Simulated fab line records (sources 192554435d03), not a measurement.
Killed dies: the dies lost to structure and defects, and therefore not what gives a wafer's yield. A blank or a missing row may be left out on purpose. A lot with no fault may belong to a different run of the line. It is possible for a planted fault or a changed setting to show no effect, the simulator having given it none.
Which of the tools did it? + flow n5-finfet + 21 lots, 63 wafers sampled, at 2 steps of a route of 1938

== WHAT THE GAUGES READ, wafer by wafer ==
N5_PMOS_HMC_CHANNEL_EPI_THK_MEAS_22. Usual: HMC_CMP_THK 54.1 nm, standard deviation 1.2.
| lot  | measured    | on            | HMC_CMP_THK (nm) | flag |
|------|-------------|---------------|------------------|------|
| L074 | day 1 19:26 | film-metro-02 | 51.8 55.2 53.9   |      |
| L075 | day 2 01:35 | film-metro-01 | 53.3 53.1 56.6   |      |
| L076 | day 2 07:55 | film-metro-01 | 52.9 54.5 54.0   |      |
| L077 | day 2 13:32 | film-metro-02 | 53.8 53.3 55.0   |      |
| L078 | day 2 19:47 | film-metro-02 | 52.2 54.4 55.1   |      |
| L080 | day 3 07:51 | film-metro-02 | 52.0 55.2 54.4   |      |
| L081 | day 3 13:58 | film-metro-01 | 52.5 54.3 55.3   |      |
| L082 | day 3 19:40 | film-metro-02 | 52.4 56.5 53.2   |      |
| L083 | day 4 02:02 | film-metro-01 | 54.0 53.4 53.3   |      |
| L084 | day 4 08:17 | film-metro-01 | 53.3 54.3 54.4   |      |
| L085 | day 4 14:24 | film-metro-01 | 52.7 53.0 52.5   |      |
| L086 | day 4 19:51 | film-metro-01 | 53.3 56.2 53.8   |      |
| L088 | day 5 07:15 | film-metro-01 | 53.7 54.1 54.2   |      |
| L089 | day 5 13:46 | film-metro-02 | 55.7 54.7 54.5   |      |
| L090 | day 5 19:52 | film-metro-01 | 54.3 55.4 53.9   |      |
| L091 | day 6 01:21 | film-metro-01 | 55.4 54.3 54.5   |      |
| L092 | day 6 08:28 | film-metro-01 | 55.6 51.2 54.4   |      |
| L093 | day 6 14:31 | film-metro-02 | 54.1 54.7 52.6   |      |
| L094 | day 6 20:08 | film-metro-01 | 54.5 52.7 55.8   |      |
| L095 | day 7 01:52 | film-metro-01 | 56.1 54.1 54.5   |      |
| L097 | day 7 13:41 | film-metro-02 | 53.1 54.9 56.1   |      |

== WHICH TOOL RAN EACH LOT (tool, then ch and the chambers of the sampled wafers, then the start) ==
| lot  | N5_WELL_APT_DESCUM_30             |
|------|-----------------------------------|
| L074 | rie-diel-05 ch 0,1, day 1 14:59   |
| L075 | rie-diel-02 ch 2,3, day 1 21:10   |
| L076 | rie-diel-06 ch 0,1,3, day 2 03:36 |
| L077 | rie-diel-05 ch 0,1, day 2 08:54   |
| L078 | rie-diel-02 ch 0,1,2, day 2 14:56 |
| L080 | rie-diel-02 ch 2,3, day 3 03:08   |
| L081 | rie-diel-02 ch 0,1,2, day 3 09:01 |
| L082 | rie-diel-02 ch 0,3, day 3 15:15   |
| L083 | rie-diel-02 ch 2,3, day 3 21:23   |
| L084 | rie-diel-05 ch 1,3, day 4 03:43   |
| L085 | rie-diel-02 ch 1,2, day 4 09:29   |
| L086 | rie-diel-06 ch 0,1,3, day 4 15:03 |
| L088 | rie-diel-06 ch 0,3, day 5 02:55   |
| L089 | rie-diel-02 ch 1,3, day 5 09:07   |
| L090 | rie-diel-05 ch 0,2, day 5 15:33   |
| L091 | rie-diel-05 ch 0,1,2, day 5 21:03 |
| L092 | rie-diel-02 ch 1,2, day 6 03:05   |
| L093 | rie-diel-05 ch 1,2,3, day 6 09:37 |
| L094 | rie-diel-05 ch 1,3, day 6 15:16   |
| L095 | rie-diel-06 ch 1,2,3, day 6 21:19 |
| L097 | rie-diel-06 ch 0,3, day 7 09:10   |
- N5_WELL_APT_DESCUM_30: chemistry O2, time 7.9 s.

== AS READ BY THE TOOLS THEMSELVES (means over the sampled wafers that have a number; for cases with no such wafer, the mark the record gives instead) ==
N5_WELL_APT_DESCUM_30. Usual: bias-power-w 20.00 W, standard deviation 0.062; drypump-motor-current-A 5.6 A, standard deviation 0.5; oes-product-au 0.77 a.u., standard deviation 0.078; rf-vpp-V 243.7 V, standard deviation 1.1; showerhead-plenum-p-Torr 2.13 Torr, standard deviation 0.061; throttle-valve-pct 20.4 %, standard deviation 0.33.
| lot  | tool        | bias-power-w (W) | drypump-motor-current-A (A) | oes-product-au (a.u.) | rf-vpp-V (V) | showerhead-plenum-p-Torr (Torr) | throttle-valve-pct (%) | flag |
|------|-------------|------------------|-----------------------------|-----------------------|--------------|---------------------------------|------------------------|------|
| L074 | rie-diel-05 | 20.01            | 5.4                         | 0.79                  | 243.7        | 2.07                            | 20.1                   |      |
| L075 | rie-diel-02 | 20.02            | 5.2                         | 0.74                  | 245.3        | 2.19                            | 20.6                   |      |
| L076 | rie-diel-06 | 20.04            | 5.5                         | 0.81                  | 243.1        | 2.12                            | 20.2                   |      |
| L077 | rie-diel-05 | 20.03            | 5.4                         | 0.78                  | 242.8        | 2.07                            | 20.1                   |      |
| L078 | rie-diel-02 | 20.03            | 5.7                         | 0.77                  | 243.4        | 2.17                            | 20.7                   |      |
| L080 | rie-diel-02 | 19.95            | 5.2                         | 0.73                  | 244.6        | 2.19                            | 20.6                   |      |
| L081 | rie-diel-02 | 19.97            | 5.7                         | 0.76                  | 244.2        | 2.17                            | 20.7                   |      |
| L082 | rie-diel-02 | 20.12            | 5.6                         | 0.70                  | 245.1        | 2.18                            | 20.8                   |      |
| L083 | rie-diel-02 | 20.02            | 5.2                         | 0.71                  | 244.2        | 2.18                            | 20.7                   |      |
| L084 | rie-diel-05 | 20.01            | 5.4                         | 0.72                  | 243.7        | 2.15                            | 20.4                   |      |
| L085 | rie-diel-02 | 20.03            | 5.3                         | 0.75                  | 243.9        | 2.16                            | 20.6                   |      |
| L086 | rie-diel-06 | 20.02            | 5.5                         | 0.89                  | 245.3        | 2.11                            | 20.1                   |      |
| L088 | rie-diel-06 | 19.95            | 5.1                         | 0.83                  | 244.0        | 2.12                            | 20.2                   |      |
| L089 | rie-diel-02 | 19.96            | 5.4                         | 0.72                  | 243.8        | 2.16                            | 20.8                   |      |
| L090 | rie-diel-05 | 20.07            | 6.0                         | 0.87                  | 242.6        | 2.03                            | 20.1                   |      |
| L091 | rie-diel-05 | 20.01            | 5.7                         | 0.82                  | 242.8        | 2.04                            | 20.1                   |      |
| L092 | rie-diel-02 | 20.02            | 5.3                         | 0.73                  | 243.6        | 2.16                            | 20.7                   |      |
| L093 | rie-diel-05 | 19.98            | 5.5                         | 0.76                  | 243.2        | 2.10                            | 20.3                   |      |
| L094 | rie-diel-05 | 19.99            | 5.1                         | 0.72                  | 243.5        | 2.12                            | 20.3                   |      |
| L095 | rie-diel-06 | 19.95            | 5.6                         | 0.82                  | 243.9        | 2.11                            | 20.2                   |      |
| L097 | rie-diel-06 | 19.97            | 5.1                         | 0.81                  | 243.4        | 2.11                            | 20.2                   |      |

== THE ANSWER, worked out from the rows above alone ==
Rule: a lot counts as off when the mean over its wafers that have a number is more than 3 standard deviations away from the usual mean. Also off: a lot with no number at a reading for which 4 or more lots have one. Any other lot the step has rows for is counted as sound. First the gauges in route order, then the tools' own readings, where a lot's mean is used as printed above. The first step at which some lot is off is used, and at that step the reading that is off furthest; a lot without a number counts as furthest.
Nothing can be told from this: no lot is off at any reading shown.

== WHAT HAD BEEN PUT IN BY THE SIMULATOR ==
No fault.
